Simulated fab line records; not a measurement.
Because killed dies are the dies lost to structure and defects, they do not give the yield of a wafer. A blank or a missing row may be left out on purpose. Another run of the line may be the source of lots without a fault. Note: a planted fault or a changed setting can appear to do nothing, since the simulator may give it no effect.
fab line records -- flow n5Finfet
[record] lots = 24, wafers = 72, lastDay = 19
route steps=1938 shown BEOL_M6@1229 BEOL_M7@1266 BEOL_M8@1346
lots untouched by any fault: they come from a run of this same line in which no faults occurred
startH: hours from the record's opening day to when the first of the lot's shown wafers began -- waitH: how many hours have passed since the lot's step before this one -- " unchanged from the row above -- L1.1+2: a row that stands for several wafers -- - no value present, or no start provided -- * or withheld: withheld -- < > ~ a bound
route shown NAME@n: a module of which the file shows steps, and the number in the route of the first -- usual: mean/standard deviation taken from wafers without a fault -- same: alike in all rows -- chamber/n: place in a boat -- sites: per-site readings -- _std_site: standard deviation across them -- _edge_site: the outer-site mean with the inner-site mean subtracted -- radiusMm: how far each site lies from the wafer's centre -- mask NAME#n: copy n -- behind: the most recent tool/chamber to have shaped the wafer -- hold: reason for holding the lot/hours on hold/outcome of the hold -- device: the transistor (n, p or np) that didn't switch -- end of line: the route-end tests of the same wafers -- step lacking rows: just its recipe -- killed: the dies lost at the first sort to structure and to defects; this is not the yield of the wafer -- map: per-die view of a wafer (x killed, . not killed, _ where there is no die)
set.NAME: setting as actually run; set.NAME@STEP: the setting as run at that earlier step -- model.NAME: the simulator's own value behind a step, which no gauge read
the route's steps for a sample of lots (tables are steps, rows are wafers)
services: when a tool's chamber went out of use (startH, in hours from the record's first day, below 0 if earlier), for how many hours, and the reason
[[steps]]
[step N5_BEOL_M6_INSPECT_30]
[recipe] mode = adi, inspectInstrument = brightfield
[usual] rawDefectCount = 384/81
lot.wafer,tool,chamber,startH,waitH,rawDefectCount
L075.2,defectInspect-01,-,195.67,0.0,549
L075.3,defectInspect-01,-,195.67,0.0,528
L075.5,defectInspect-01,-,195.67,0.0,452
L074.2,defectInspect-02,-,206.42,0.0,289
L074.3,defectInspect-02,-,206.42,0.0,398
L074.6,defectInspect-02,-,206.42,0.0,324
L076.1,defectInspect-02,-,210.61,0.1,359
L076.4,defectInspect-02,-,210.61,0.1,362
L076.5,defectInspect-02,-,210.61,0.1,262
L077.3,defectInspect-01,-,212.53,0.0,270
L077.5,defectInspect-01,-,212.53,0.0,298
L077.6,defectInspect-01,-,212.53,0.0,253
L078.1,defectInspect-02,-,225.14,0.1,343
L078.2,defectInspect-02,-,225.14,0.1,393
L078.3,defectInspect-02,-,225.14,0.1,337
L079.2,defectInspect-01,-,236.01,0.0,284
L079.4,defectInspect-01,-,236.01,0.0,509
L079.6,defectInspect-01,-,236.01,0.0,496
L082.4,defectInspect-02,-,251.32,0.0,404
L082.5,defectInspect-02,-,251.32,0.0,408
L082.6,defectInspect-02,-,251.32,0.0,478
L081.2,defectInspect-02,-,252.98,0.0,318
L081.3,defectInspect-02,-,252.98,0.0,368
L081.5,defectInspect-02,-,252.98,0.0,291
L080.1,defectInspect-01,-,264.84,0.1,386
L080.2,defectInspect-01,-,264.84,0.1,263
L080.6,defectInspect-01,-,264.84,0.1,414
L083.2,defectInspect-02,-,266.60,0.0,337
L083.3,defectInspect-02,-,266.60,0.0,569
L083.5,defectInspect-02,-,266.60,0.0,419
L084.1,defectInspect-01,-,266.80,0.1,425
L084.4,defectInspect-01,-,266.80,0.1,357
L084.6,defectInspect-01,-,266.80,0.1,421
L085.2,defectInspect-02,-,269.91,0.0,491
L085.3,defectInspect-02,-,269.91,0.0,521
L085.6,defectInspect-02,-,269.91,0.0,352
L086.2,defectInspect-01,-,277.32,0.0,356
L086.3,defectInspect-01,-,277.32,0.0,290
L086.4,defectInspect-01,-,277.32,0.0,423
L088.2,defectInspect-01,-,298.95,0.0,424
L088.5,defectInspect-01,-,298.95,0.0,507
L088.6,defectInspect-01,-,298.95,0.0,445
L087.1,defectInspect-02,-,300.64,0.1,285
L087.2,defectInspect-02,-,300.64,0.1,428
L087.6,defectInspect-02,-,300.64,0.1,306
L091.3,defectInspect-02,-,304.68,0.0,344
L091.4,defectInspect-02,-,304.68,0.0,377
L091.6,defectInspect-02,-,304.68,0.0,370
L089.2,defectInspect-01,-,309.72,0.0,411
L089.4,defectInspect-01,-,309.72,0.0,468
L089.5,defectInspect-01,-,309.72,0.0,345
L092.4,defectInspect-01,-,329.63,0.0,230
L092.5,defectInspect-01,-,329.63,0.0,280
L092.6,defectInspect-01,-,329.63,0.0,296
L090.2,defectInspect-02,-,329.80,0.0,290
L090.3,defectInspect-02,-,329.80,0.0,448
L090.4,defectInspect-02,-,329.80,0.0,265
L093.1,defectInspect-01,-,332.22,0.1,594
L093.2,defectInspect-01,-,332.22,0.1,284
L093.4,defectInspect-01,-,332.22,0.1,425
L095.1,defectInspect-02,-,357.74,0.1,464
L095.4,defectInspect-02,-,357.74,0.1,310
L095.5,defectInspect-02,-,357.74,0.1,460
L094.1,defectInspect-01,-,358.01,0.1,284
L094.2,defectInspect-01,-,358.01,0.1,335
L094.3,defectInspect-01,-,358.01,0.1,338
L096.3,defectInspect-02,-,359.53,0.0,401
L096.5,defectInspect-02,-,359.53,0.0,387
L096.6,defectInspect-02,-,359.53,0.0,444
L097.1,defectInspect-02,-,362.44,0.2,320
L097.5,defectInspect-02,-,362.44,0.2,359
L097.6,defectInspect-02,-,362.44,0.2,313
[step N5_BEOL_M6_CD_MEAS_35]
[recipe] targetCdNm = 40, targetCdYNm = 28, polarity = opening
[usual] cdNm = 40.3/0.56
lot.wafer,tool,chamber,startH,waitH,cdNm
L075.2,cdSem-02,-,196.33,0.0,40.2
L075.3,cdSem-02,-,196.33,0.0,40.0
L075.5,cdSem-02,-,196.33,0.0,39.8
L074.2,cdSem-02,-,207.04,0.0,39.7
L074.3,cdSem-02,-,207.04,0.0,39.0
L074.6,cdSem-02,-,207.04,0.0,39.7
L076.1,cdSem-03,-,211.23,0.0,40.1
L076.4,cdSem-03,-,211.23,0.0,40.5
L076.5,cdSem-03,-,211.23,0.0,40.1
L077.3,cdSem-02,-,213.14,0.0,39.3
L077.5,cdSem-02,-,213.14,0.0,41.1
L077.6,cdSem-02,-,213.14,0.0,39.9
L078.1,cdSem-03,-,225.79,0.0,41.3
L078.2,cdSem-03,-,225.79,0.0,40.6
L078.3,cdSem-03,-,225.79,0.0,40.7
L079.2,cdSem-02,-,236.94,0.0,39.6
L079.4,cdSem-02,-,236.94,0.0,39.8
L079.6,cdSem-02,-,236.94,0.0,40.1
L082.4,cdSem-03,-,251.94,0.0,40.0
L082.5,cdSem-03,-,251.94,0.0,39.9
L082.6,cdSem-03,-,251.94,0.0,40.2
L081.2,cdSem-01,-,253.59,0.0,40.0
L081.3,cdSem-01,-,253.59,0.0,40.4
L081.5,cdSem-01,-,253.59,0.0,39.6
L080.1,cdSem-02,-,265.45,0.0,40.9
L080.2,cdSem-02,-,265.45,0.0,40.3
L080.6,cdSem-02,-,265.45,0.0,41.3
L083.2,cdSem-01,-,267.22,0.0,40.5
L083.3,cdSem-01,-,267.22,0.0,40.6
L083.5,cdSem-01,-,267.22,0.0,40.0
L084.1,cdSem-01,-,267.41,0.0,39.8
L084.4,cdSem-01,-,267.41,0.0,39.9
L084.6,cdSem-01,-,267.41,0.0,39.4
L085.2,cdSem-02,-,270.52,0.0,39.1
L085.3,cdSem-02,-,270.52,0.0,39.4
L085.6,cdSem-02,-,270.52,0.0,39.6
L086.2,cdSem-03,-,277.94,0.0,41.2
L086.3,cdSem-03,-,277.94,0.0,39.3
L086.4,cdSem-03,-,277.94,0.0,40.3
L088.2,cdSem-03,-,301.00,0.0,39.8
L088.5,cdSem-03,-,301.00,0.0,39.9
L088.6,cdSem-03,-,301.00,0.0,41.1
L087.1,cdSem-03,-,302.85,0.0,41.3
L087.2,cdSem-03,-,302.85,0.0,40.9
L087.6,cdSem-03,-,302.85,0.0,40.0
L091.3,cdSem-02,-,306.23,0.0,40.6
L091.4,cdSem-02,-,306.23,0.0,40.9
L091.6,cdSem-02,-,306.23,0.0,40.7
L089.2,cdSem-01,-,311.15,0.0,40.2
L089.4,cdSem-01,-,311.15,0.0,40.9
L089.5,cdSem-01,-,311.15,0.0,42.2
L092.4,cdSem-02,-,330.65,0.0,40.0
L092.5,cdSem-02,-,330.65,0.0,40.6
L092.6,cdSem-02,-,330.65,0.0,41.2
L090.2,cdSem-02,-,331.19,0.0,40.0
L090.3,cdSem-02,-,331.19,0.0,40.1
L090.4,cdSem-02,-,331.19,0.0,40.0
L093.1,cdSem-01,-,332.85,0.0,39.2
L093.2,cdSem-01,-,332.85,0.0,40.0
L093.4,cdSem-01,-,332.85,0.0,40.6
L095.1,cdSem-02,-,358.36,0.0,40.3
L095.4,cdSem-02,-,358.36,0.0,40.2
L095.5,cdSem-02,-,358.36,0.0,40.7
L094.1,cdSem-02,-,358.62,0.0,41.0
L094.2,cdSem-02,-,358.62,0.0,40.0
L094.3,cdSem-02,-,358.62,0.0,41.0
L096.3,cdSem-03,-,361.04,0.0,40.8
L096.5,cdSem-03,-,361.04,0.0,40.5
L096.6,cdSem-03,-,361.04,0.0,40.6
L097.1,cdSem-03,-,363.30,0.0,41.0
L097.5,cdSem-03,-,363.30,0.0,40.7
L097.6,cdSem-03,-,363.30,0.0,40.0
[step N5_BEOL_M7_PECVD_70]
[recipe] material = SiO2, targetThkA = 200, tempC = 400, precursor = TEOS/O2, pressureTorr = 5.5, rfW = 450, teosFlowSccm = 53.8, gas = O2, flowSccm = 3000, timeS = 22.7
[usual] heaterPowerW = 714/85, rfFwdPowerW = 446.0/1.6, showerheadPlenumPTorr = 8.78/0.045, throttleValvePct = 22.0/1.4
lot.wafer,tool,chamber,startH,waitH,heaterPowerW,rfFwdPowerW,showerheadPlenumPTorr,throttleValvePct
L075.2,pecvd-03,0,202.23,0.0,806,447.9,8.84,24.1
L075.3,pecvd-03,1,202.23,0.0,621,444.8,8.85,22.2
L075.5,pecvd-03,0,202.23,0.0,780,446.8,8.83,24.1
L074.2,pecvd-01,2,210.43,0.0,631,445.8,8.85,20.1
L074.3,pecvd-01,1,210.43,0.0,674,446.1,8.77,22.9
L074.6,pecvd-01,2,210.43,0.0,621,446.9,8.82,20.4
L076.1,pecvd-02,1,217.35,0.0,831,447.4,8.80,22.0
L076.4,pecvd-02,0,217.35,0.0,709,447.7,8.75,23.8
L076.5,pecvd-02,1,217.35,0.0,819,448.2,8.81,21.7
L077.3,pecvd-01,2,219.06,0.0,625,446.0,8.85,20.5
L077.5,pecvd-01,1,219.06,0.0,667,446.8,8.74,23.3
L077.6,pecvd-01,2,219.06,0.0,638,445.0,8.81,20.5
L078.1,pecvd-03,1,232.30,0.0,606,443.3,8.83,21.9
L078.2,pecvd-03,0,232.30,0.0,766,447.4,8.81,24.3
L078.3,pecvd-03,2,232.30,0.0,635,444.5,8.78,19.9
L079.2,pecvd-01,1,245.50,0.0,724,447.3,8.76,23.1
L079.4,pecvd-01,1,245.50,0.0,698,448.8,8.78,23.4
L079.6,pecvd-01,2,245.50,0.0,532,444.3,8.81,20.5
L082.4,pecvd-01,0,256.04,0.1,757,446.7,8.77,21.0
L082.5,pecvd-01,2,256.04,0.1,534,443.2,8.86,20.4
L082.6,pecvd-01,1,256.04,0.1,649,446.9,8.76,23.0
L081.2,pecvd-01,0,257.89,0.0,654,448.5,8.75,21.4
L081.3,pecvd-01,1,257.89,0.0,680,449.2,8.78,23.1
L081.5,pecvd-01,1,257.89,0.0,676,449.2,8.78,23.1
L080.1,pecvd-02,0,269.34,0.0,748,448.3,8.76,24.0
L080.2,pecvd-02,2,269.34,0.0,845,445.5,8.72,20.8
L080.6,pecvd-02,2,269.34,0.0,843,446.3,8.70,20.8
L083.2,pecvd-03,1,270.65,0.0,625,444.4,8.81,22.1
L083.3,pecvd-03,2,270.65,0.0,692,443.8,8.78,20.2
L083.5,pecvd-03,2,270.65,0.0,700,443.8,8.77,20.2
L084.1,pecvd-02,0,270.92,0.0,703,445.9,8.75,23.9
L084.4,pecvd-02,0,270.92,0.0,699,445.6,8.76,23.9
L084.6,pecvd-02,1,270.92,0.0,755,448.1,8.80,21.8
L085.2,pecvd-03,0,273.67,0.0,837,446.9,8.82,24.5
L085.3,pecvd-03,1,273.67,0.0,680,444.6,8.82,22.3
L085.6,pecvd-03,0,273.67,0.0,813,445.2,8.84,24.7
L086.2,pecvd-02,2,282.66,0.0,840,443.9,8.69,20.7
L086.3,pecvd-02,1,282.66,0.0,750,446.3,8.80,21.4
L086.4,pecvd-02,1,282.66,0.0,747,448.4,8.82,21.6
L088.2,pecvd-03,1,303.82,0.0,708,444.2,8.82,22.4
L088.5,pecvd-03,2,303.82,0.0,593,444.8,8.78,20.6
L088.6,pecvd-03,0,303.82,0.0,689,445.9,8.83,24.5
L087.1,pecvd-01,0,306.53,0.0,666,447.0,8.76,21.3
L087.2,pecvd-01,2,306.53,0.0,549,446.4,8.87,20.4
L087.6,pecvd-01,0,306.53,0.0,638,446.0,8.78,21.5
L091.3,pecvd-02,1,310.08,0.0,782,446.0,8.81,21.9
L091.4,pecvd-02,2,310.08,0.0,794,445.6,8.71,20.6
L091.6,pecvd-02,1,310.08,0.0,783,446.4,8.79,22.0
L089.2,pecvd-01,2,315.16,0.0,613,448.1,8.85,20.8
L089.4,pecvd-01,0,315.16,0.0,710,446.8,8.77,21.2
L089.5,pecvd-01,2,315.16,0.0,637,447.1,8.85,20.6
L092.4,pecvd-02,1,333.81,0.1,731,445.4,8.80,21.7
L092.5,pecvd-02,2,333.81,0.1,796,445.8,8.69,20.6
L092.6,pecvd-02,0,333.81,0.1,785,444.6,8.74,24.1
L090.2,pecvd-02,1,334.27,0.0,810,448.0,8.79,21.9
L090.3,pecvd-02,0,334.27,0.0,691,446.4,8.76,23.9
L090.4,pecvd-02,2,334.27,0.0,781,446.3,8.69,20.7
L093.1,pecvd-02,0,336.28,0.0,756,446.0,8.73,23.8
L093.2,pecvd-02,1,336.28,0.0,815,445.7,8.82,22.0
L093.4,pecvd-02,1,336.28,0.0,838,445.6,8.80,21.7
L095.1,pecvd-03,1,363.08,0.0,569,445.8,8.79,22.2
L095.4,pecvd-03,0,363.08,0.0,754,449.5,8.84,25.1
L095.5,pecvd-03,1,363.08,0.0,565,446.8,8.81,22.2
L094.1,pecvd-03,0,363.12,0.0,827,445.3,8.82,24.9
L094.2,pecvd-03,1,363.12,0.0,665,443.9,8.84,22.5
L094.3,pecvd-03,2,363.12,0.0,659,445.5,8.78,20.4
L096.3,pecvd-01,2,364.81,0.0,602,446.3,8.84,20.7
L096.5,pecvd-01,2,364.81,0.0,600,447.0,8.84,20.8
L096.6,pecvd-01,0,364.81,0.0,710,447.2,8.77,21.3
L097.1,pecvd-02,2,367.80,0.0,805,444.2,8.69,20.8
L097.5,pecvd-02,2,367.80,0.0,803,443.5,8.70,20.8
L097.6,pecvd-02,0,367.80,0.0,841,448.9,8.75,23.8
[step N5_BEOL_M7_CURE_75]
[recipe] tempC = 370, timeS = 120, ambient = DMADMS/He, material = SiCOH_lowk
[usual] lampPowerPct = 52.31/0.051, wafer_temp_C_max = 371.9/0.5
lot.wafer,tool,chamber,startH,waitH,lampPowerPct,wafer_temp_C_max
L075.2,uvCure-01,1,206.71,0.1,52.34,372.0
L075.3,uvCure-01,1,206.71,0.1,52.38,371.1
L075.5,uvCure-01,1,206.71,0.1,52.29,372.6
L074.2,uvCure-03,2,213.41,0.1,52.35,371.4
L074.3,uvCure-03,2,213.41,0.1,52.32,371.5
L074.6,uvCure-03,2,213.41,0.1,52.28,371.7
L077.3,uvCure-02,2,226.20,0.3,52.28,371.4
L077.5,uvCure-02,2,226.20,0.3,52.34,371.2
L077.6,uvCure-02,2,226.20,0.3,52.23,371.3
L076.1,uvCure-03,1,226.37,0.1,52.32,371.9
L076.4,uvCure-03,1,226.37,0.1,52.36,372.7
L076.5,uvCure-03,1,226.37,0.1,52.29,372.1
L078.1,uvCure-01,1,236.80,0.0,52.31,372.3
L078.2,uvCure-01,1,236.80,0.0,52.28,371.7
L078.3,uvCure-01,1,236.80,0.0,52.28,371.6
L079.2,uvCure-02,0,253.64,0.1,52.28,371.8
L079.4,uvCure-02,0,253.64,0.1,52.30,371.8
L079.6,uvCure-02,0,253.64,0.1,52.36,372.2
L082.4,uvCure-02,2,264.12,0.2,52.28,371.3
L082.5,uvCure-02,2,264.12,0.2,52.31,371.5
L082.6,uvCure-02,2,264.12,0.2,52.35,371.4
L081.2,uvCure-01,1,266.20,0.1,52.41,372.6
L081.3,uvCure-01,1,266.20,0.1,52.30,372.0
L081.5,uvCure-01,1,266.20,0.1,52.34,372.1
L080.1,uvCure-01,0,275.95,0.5,52.35,371.0
L080.2,uvCure-01,0,275.95,0.5,52.23,371.8
L080.6,uvCure-01,0,275.95,0.5,52.34,372.8
L083.2,uvCure-03,0,276.05,0.3,52.29,371.3
L083.3,uvCure-03,0,276.05,0.3,52.28,371.8
L083.5,uvCure-03,0,276.05,0.3,52.29,371.7
L084.1,uvCure-03,2,276.41,0.0,52.30,372.3
L084.4,uvCure-03,2,276.41,0.0,52.30,371.2
L084.6,uvCure-03,2,276.41,0.0,52.22,372.3
L085.2,uvCure-03,1,277.86,0.1,52.30,371.8
L085.3,uvCure-03,1,277.86,0.1,52.42,372.6
L085.6,uvCure-03,1,277.86,0.1,52.26,372.1
L086.2,uvCure-03,1,288.90,0.3,52.28,372.4
L086.3,uvCure-03,1,288.90,0.3,52.30,372.3
L086.4,uvCure-03,1,288.90,0.3,52.30,372.3
L088.2,uvCure-02,1,307.05,0.1,52.43,372.5
L088.5,uvCure-02,1,307.05,0.1,52.26,372.4
L088.6,uvCure-02,1,307.05,0.1,52.31,371.7
L087.1,uvCure-03,2,310.18,0.0,52.20,371.1
L087.2,uvCure-03,2,310.18,0.0,52.34,371.7
L087.6,uvCure-03,2,310.18,0.0,52.32,371.2
L091.3,uvCure-01,1,314.03,0.1,52.30,371.3
L091.4,uvCure-01,1,314.03,0.1,52.29,371.9
L091.6,uvCure-01,1,314.03,0.1,52.24,372.5
L089.2,uvCure-03,2,319.63,0.1,52.31,371.3
L089.4,uvCure-03,2,319.63,0.1,52.27,372.0
L089.5,uvCure-03,2,319.63,0.1,52.38,371.8
L092.4,uvCure-02,2,341.15,0.2,52.38,371.5
L092.5,uvCure-02,2,341.15,0.2,52.38,371.0
L092.6,uvCure-02,2,341.15,0.2,52.24,371.0
L090.2,uvCure-03,2,342.87,0.1,52.33,371.3
L090.3,uvCure-03,2,342.87,0.1,52.36,371.4
L090.4,uvCure-03,2,342.87,0.1,52.31,371.3
L093.1,uvCure-01,0,345.70,0.0,52.32,371.4
L093.2,uvCure-01,0,345.70,0.0,52.31,372.5
L093.4,uvCure-01,0,345.70,0.0,52.35,371.5
L095.1,uvCure-03,1,369.83,0.0,52.31,371.7
L095.4,uvCure-03,1,369.83,0.0,52.23,373.2
L095.5,uvCure-03,1,369.83,0.0,52.33,371.9
L094.1,uvCure-01,2,369.99,0.0,52.28,373.1
L094.2,uvCure-01,2,369.99,0.0,52.25,372.0
L094.3,uvCure-01,2,369.99,0.0,52.40,372.4
L096.3,uvCure-02,0,370.41,0.1,52.35,372.0
L096.5,uvCure-02,0,370.41,0.1,52.44,372.0
L096.6,uvCure-02,0,370.41,0.1,52.29,371.5
L097.1,uvCure-03,1,373.15,0.3,52.32,372.0
L097.5,uvCure-03,1,373.15,0.3,52.33,372.0
L097.6,uvCure-03,1,373.15,0.3,52.26,372.2
[step N5_BEOL_M7_INSPECT_58]
[recipe] inspectInstrument = darkfield, mode = postDep
[usual] rawDefectCount = 76/23
lot.wafer,tool,chamber,startH,waitH,rawDefectCount
L075.2,defectInspect-02,-,209.50,0.0,82
L075.3,defectInspect-02,-,209.50,0.0,91
L075.5,defectInspect-02,-,209.50,0.0,82
L074.2,defectInspect-02,-,218.87,0.0,84
L074.3,defectInspect-02,-,218.87,0.0,89
L074.6,defectInspect-02,-,218.87,0.0,123
L077.3,defectInspect-01,-,231.91,0.0,81
L077.5,defectInspect-01,-,231.91,0.0,97
L077.6,defectInspect-01,-,231.91,0.0,106
L076.1,defectInspect-01,-,232.92,0.0,60
L076.4,defectInspect-01,-,232.92,0.0,67
L076.5,defectInspect-01,-,232.92,0.0,87
L078.1,defectInspect-02,-,243.54,0.0,87
L078.2,defectInspect-02,-,243.54,0.0,73
L078.3,defectInspect-02,-,243.54,0.0,61
L079.2,defectInspect-01,-,257.03,0.0,83
L079.4,defectInspect-01,-,257.03,0.0,78
L079.6,defectInspect-01,-,257.03,0.0,88
L082.4,defectInspect-01,-,267.63,0.0,120
L082.5,defectInspect-01,-,267.63,0.0,88
L082.6,defectInspect-01,-,267.63,0.0,136
L081.2,defectInspect-01,-,269.19,0.0,54
L081.3,defectInspect-01,-,269.19,0.0,48
L081.5,defectInspect-01,-,269.19,0.0,57
L080.1,defectInspect-02,-,278.11,0.0,58
L080.2,defectInspect-02,-,278.11,0.0,36
L080.6,defectInspect-02,-,278.11,0.0,72
L083.2,defectInspect-01,-,278.38,0.0,67
L083.3,defectInspect-01,-,278.38,0.0,49
L083.5,defectInspect-01,-,278.38,0.0,75
L084.1,defectInspect-02,-,279.20,0.0,79
L084.4,defectInspect-02,-,279.20,0.0,62
L084.6,defectInspect-02,-,279.20,0.0,63
L085.2,defectInspect-01,-,281.87,0.2,167
L085.3,defectInspect-01,-,281.87,0.2,95
L085.6,defectInspect-01,-,281.87,0.2,136
L086.2,defectInspect-01,-,292.03,0.0,98
L086.3,defectInspect-01,-,292.03,0.0,112
L086.4,defectInspect-01,-,292.03,0.0,75
L088.2,defectInspect-01,-,309.52,0.0,58
L088.5,defectInspect-01,-,309.52,0.0,85
L088.6,defectInspect-01,-,309.52,0.0,55
L087.1,defectInspect-02,-,312.25,0.0,93
L087.2,defectInspect-02,-,312.25,0.0,70
L087.6,defectInspect-02,-,312.25,0.0,61
L091.3,defectInspect-02,-,317.21,0.0,64
L091.4,defectInspect-02,-,317.21,0.0,64
L091.6,defectInspect-02,-,317.21,0.0,65
L089.2,defectInspect-02,-,323.60,0.0,46
L089.4,defectInspect-02,-,323.60,0.0,69
L089.5,defectInspect-02,-,323.60,0.0,87
L092.4,defectInspect-02,-,343.88,0.0,38
L092.5,defectInspect-02,-,343.88,0.0,39
L092.6,defectInspect-02,-,343.88,0.0,41
L090.2,defectInspect-01,-,344.82,0.0,106
L090.3,defectInspect-01,-,344.82,0.0,83
L090.4,defectInspect-01,-,344.82,0.0,81
L093.1,defectInspect-01,-,348.11,0.0,81
L093.2,defectInspect-01,-,348.11,0.0,66
L093.4,defectInspect-01,-,348.11,0.0,101
L095.1,defectInspect-01,-,373.19,0.0,84
L095.4,defectInspect-01,-,373.19,0.0,121
L095.5,defectInspect-01,-,373.19,0.0,102
L094.1,defectInspect-02,-,373.59,0.0,71
L094.2,defectInspect-02,-,373.59,0.0,48
L094.3,defectInspect-02,-,373.59,0.0,54
L096.3,defectInspect-01,-,373.67,0.0,54
L096.5,defectInspect-01,-,373.67,0.0,65
L096.6,defectInspect-01,-,373.67,0.0,86
L097.1,defectInspect-01,-,375.20,0.0,62
L097.5,defectInspect-01,-,375.20,0.0,55
L097.6,defectInspect-01,-,375.20,0.0,119
[step N5_BEOL_M8_OVL_MEAS_12]
[recipe] pointsPerWafer = 44
[usual] M8_OVL = 0.1/0.65
lot.wafer,tool,chamber,startH,waitH,M8_OVL[nm]
L075.2,overlay-02,0,211.41,0.0,1.2
L075.3,overlay-02,0,211.41,0.0,0.6
L075.5,overlay-02,0,211.41,0.0,0.1
L074.2,overlay-01,0,226.03,0.0,0.4
L074.3,overlay-01,0,226.03,0.0,0.0
L074.6,overlay-01,0,226.03,0.0,0.1
L077.3,overlay-02,0,233.80,0.0,0.0
L077.5,overlay-02,0,233.80,0.0,0.6
L077.6,overlay-02,0,233.80,0.0,-0.7
L076.1,overlay-01,0,234.25,0.0,0.1
L076.4,overlay-01,0,234.25,0.0,0.6
L076.5,overlay-01,0,234.25,0.0,0.2
L078.1,overlay-02,0,245.48,0.0,-0.1
L078.2,overlay-02,0,245.48,0.0,-0.9
L078.3,overlay-02,0,245.48,0.0,-0.7
L079.2,overlay-02,0,262.76,0.0,0.5
L079.4,overlay-02,0,262.76,0.0,0.7
L079.6,overlay-02,0,262.76,0.0,0.1
L082.4,overlay-01,0,268.85,0.0,1.9
L082.5,overlay-01,0,268.85,0.0,0.6
L082.6,overlay-01,0,268.85,0.0,-0.3
L081.2,overlay-01,0,271.59,0.0,-0.5
L081.3,overlay-01,0,271.59,0.0,-0.6
L081.5,overlay-01,0,271.59,0.0,-0.1
L080.1,overlay-02,0,280.78,0.0,0.1
L080.2,overlay-02,0,280.78,0.0,0.4
L080.6,overlay-02,0,280.78,0.0,0.3
L083.2,overlay-01,0,280.98,0.0,-0.2
L083.3,overlay-01,0,280.98,0.0,-1.1
L083.5,overlay-01,0,280.98,0.0,-0.8
L084.1,overlay-01,0,281.15,0.0,0.0
L084.4,overlay-01,0,281.15,0.0,-0.3
L084.6,overlay-01,0,281.15,0.0,0.8
L085.2,overlay-02,0,285.57,0.0,0.8
L085.3,overlay-02,0,285.57,0.0,0.3
L085.6,overlay-02,0,285.57,0.0,0.1
L086.2,overlay-02,0,293.46,0.0,1.1
L086.3,overlay-02,0,293.46,0.0,0.7
L086.4,overlay-02,0,293.46,0.0,-0.5
L088.2,overlay-02,0,311.16,0.0,-0.7
L088.5,overlay-02,0,311.16,0.0,0.9
L088.6,overlay-02,0,311.16,0.0,-0.6
L087.1,overlay-01,0,314.24,0.0,-0.4
L087.2,overlay-01,0,314.24,0.0,-0.5
L087.6,overlay-01,0,314.24,0.0,0.4
L091.3,overlay-01,0,320.31,0.0,0.9
L091.4,overlay-01,0,320.31,0.0,0.6
L091.6,overlay-01,0,320.31,0.0,0.5
L089.2,overlay-01,0,327.05,0.0,0.0
L089.4,overlay-01,0,327.05,0.0,0.9
L089.5,overlay-01,0,327.05,0.0,1.1
L092.4,overlay-01,0,346.00,0.0,-0.5
L092.5,overlay-01,0,346.00,0.0,0.3
L092.6,overlay-01,0,346.00,0.0,-0.1
L090.2,overlay-01,0,346.50,0.0,-1.2
L090.3,overlay-01,0,346.50,0.0,-1.0
L090.4,overlay-01,0,346.50,0.0,-0.1
L093.1,overlay-01,0,349.69,0.0,-0.1
L093.2,overlay-01,0,349.69,0.0,-0.7
L093.4,overlay-01,0,349.69,0.0,-0.4
L095.1,overlay-01,0,375.72,0.0,-0.1
L095.4,overlay-01,0,375.72,0.0,-0.3
L095.5,overlay-01,0,375.72,0.0,0.0
L094.1,overlay-02,0,375.88,0.0,0.6
L094.2,overlay-02,0,375.88,0.0,-0.5
L094.3,overlay-02,0,375.88,0.0,0.5
L096.3,overlay-02,0,376.21,0.0,-0.5
L096.5,overlay-02,0,376.21,0.0,0.8
L096.6,overlay-02,0,376.21,0.0,0.3
L097.1,overlay-01,0,378.87,0.0,-0.2
L097.5,overlay-01,0,378.87,0.0,-1.0
L097.6,overlay-01,0,378.87,0.0,1.0
[[services]]
tool,chamber,startH,hours,kind
uvCure-03,-,178.61,2.8,pm
pecvd-03,2,178.89,2.1,scheduledDown
uvCure-01,-,185.30,0.5,repair
uvCure-03,-,187.17,7.1,pm
pecvd-02,2,194.93,2.1,scheduledDown
pecvd-03,2,202.38,-,clean
pecvd-03,2,202.38,-,consumableReplace:showerhead
pecvd-03,2,202.38,29.0,scheduledDown
pecvd-03,2,202.38,29.0,ventCycle
pecvd-01,-,216.05,2.1,repair
pecvd-01,2,222.84,2.1,scheduledDown
uvCure-03,-,224.02,0.2,repair
uvCure-01,-,224.39,3.7,repair
pecvd-01,-,227.20,4.2,repair
pecvd-02,-,250.45,0.5,repair
uvCure-03,-,254.35,7.5,pm
uvCure-02,-,274.02,7.5,pm
uvCure-01,-,298.48,0.3,repair
pecvd-01,1,308.21,9.5,repair
pecvd-02,0,315.02,2.1,scheduledDown
pecvd-02,-,318.23,2.8,pm
[[key]]
fault none
